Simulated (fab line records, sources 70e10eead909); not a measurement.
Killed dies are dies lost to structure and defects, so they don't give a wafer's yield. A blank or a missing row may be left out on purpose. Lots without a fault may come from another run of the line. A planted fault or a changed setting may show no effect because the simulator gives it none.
Which tool did it? | flow nand_harc | 11 lots, 33 wafers sampled, at 4 steps of a route of 1302

WHAT THE GAUGES READ, wafer by wafer
NHARC_A_CHANNEL_HOLE_D2_INSPECT_40.
lot  | measured     | on                | raw_defect_count
L434 | day 14 15:46 | defect_inspect-02 | 1322 1298 1336
L436 | day 15 09:05 | defect_inspect-01 | 1265 1228 1202
L439 | day 16 14:15 | defect_inspect-02 | 267 255 238
L446 | day 19 09:45 | defect_inspect-02 | 201 149 191
L448 | day 19 18:04 | defect_inspect-02 | 249 240 314
L449 | day 20 06:26 | defect_inspect-02 | 171 136 285
L450 | day 21 02:47 | defect_inspect-01 | 308 253 182
L452 | day 21 13:17 | defect_inspect-01 | 290 228 256
L453 | day 22 07:38 | defect_inspect-02 | 211 324 362
L455 | day 22 23:41 | defect_inspect-01 | 214 198 224
L454 | day 22 23:24 | defect_inspect-01 | 290 341 390

WHICH TOOL RAN EACH LOT (tool, then ch and the chambers of the sampled wafers, then the start)
lot  | NHARC_A_CHANNEL_HOLE_D2_ETCH_38    | NHARC_A_CHANNEL_HOLE_D2_ETCH_21  | NHARC_A_CHANNEL_HOLE_D2_ETCH_25
L434 | rie_diel-06 ch 0,2, day 14 08:57   | har_etch-02 ch 0,1, day 14 10:28 | har_etch-02 ch 0,1, day 14 12:57
L436 | rie_diel-10 ch 0,1, day 15 00:09   | har_etch-02 ch 0,1, day 15 03:47 | har_etch-02 ch 0,1, day 15 06:15
L439 | rie_diel-10 ch 1,2,3, day 16 07:04 | har_etch-01 ch 0,1, day 16 08:59 | har_etch-01 ch 0,1, day 16 11:26
L446 | rie_diel-10 ch 0,1,2, day 19 02:58 | har_etch-02 ch 0,1, day 19 04:30 | har_etch-02 ch 0,1, day 19 06:56
L448 | rie_diel-10 ch 0,3, day 19 09:50   | har_etch-02 ch 0,1, day 19 12:47 | har_etch-02 ch 0,1, day 19 15:14
L449 | rie_diel-06 ch 1,2,3, day 19 21:37 | har_etch-02 ch 1, day 20 01:11   | har_etch-02 ch 1, day 20 03:38
L450 | rie_diel-10 ch 0,2, day 20 19:58   | har_etch-02 ch 0,1, day 20 21:30 | har_etch-02 ch 0,1, day 20 23:58
L452 | rie_diel-07 ch 1,3, day 21 05:55   | har_etch-02 ch 0,1, day 21 08:01 | har_etch-02 ch 0,1, day 21 10:29
L453 | rie_diel-06 ch 0,2,3, day 22 00:49 | har_etch-01 ch 0,1, day 22 02:20 | har_etch-01 ch 0,1, day 22 04:50
L455 | rie_diel-06 ch 0,2,3, day 22 16:26 | har_etch-02 ch 0,1, day 22 17:57 | har_etch-02 ch 0,1, day 22 20:26
L454 | rie_diel-07 ch 1,2, day 22 16:35   | har_etch-01 ch 0,1, day 22 18:06 | har_etch-01 ch 0,1, day 22 20:35
- NHARC_A_CHANNEL_HOLE_D2_ETCH_38: etches the open film in CF4, target depth 39 nm, time 65 s.
- NHARC_A_CHANNEL_HOLE_D2_ETCH_21: etches the open film in C4F8/O2/Ar, time 514.3 s, target depth 1600 nm.
- NHARC_A_CHANNEL_HOLE_D2_ETCH_25: etches the open film in C4F8/O2/Ar, time 1040.2 s, target depth 1500 nm.

THE ANSWER, worked out from the rows above alone
Rule: what is usual is taken from the lots themselves. Put in order of their means at a reading, lots are off if they are a third of the lots or fewer, leave a main group of 4 or more, and stand apart from it by a gap of 3 or more times the standard deviation of the main group's means; of several such gaps the widest counts. A main group whose means are all the same, to the digits that the tables above print for the reading, isn't used. A lot without any number at a reading at which 4 lots or more have one is off too. The other lots that the step has rows for count as sound.
Off: L434, L436, at NHARC_A_CHANNEL_HOLE_D2_INSPECT_40 (raw_defect_count). The main group: mean 251, standard deviation 47.
A tool fits if, at a process step before that reading, it ran every lot that is off, and no sound lot after the first of them. The gauges at NHARC_A_CHANNEL_HOLE_D2_INSPECT_40 are tried like those tools. None of those tried fits.

WHAT THE SIMULATOR HAD PUT IN
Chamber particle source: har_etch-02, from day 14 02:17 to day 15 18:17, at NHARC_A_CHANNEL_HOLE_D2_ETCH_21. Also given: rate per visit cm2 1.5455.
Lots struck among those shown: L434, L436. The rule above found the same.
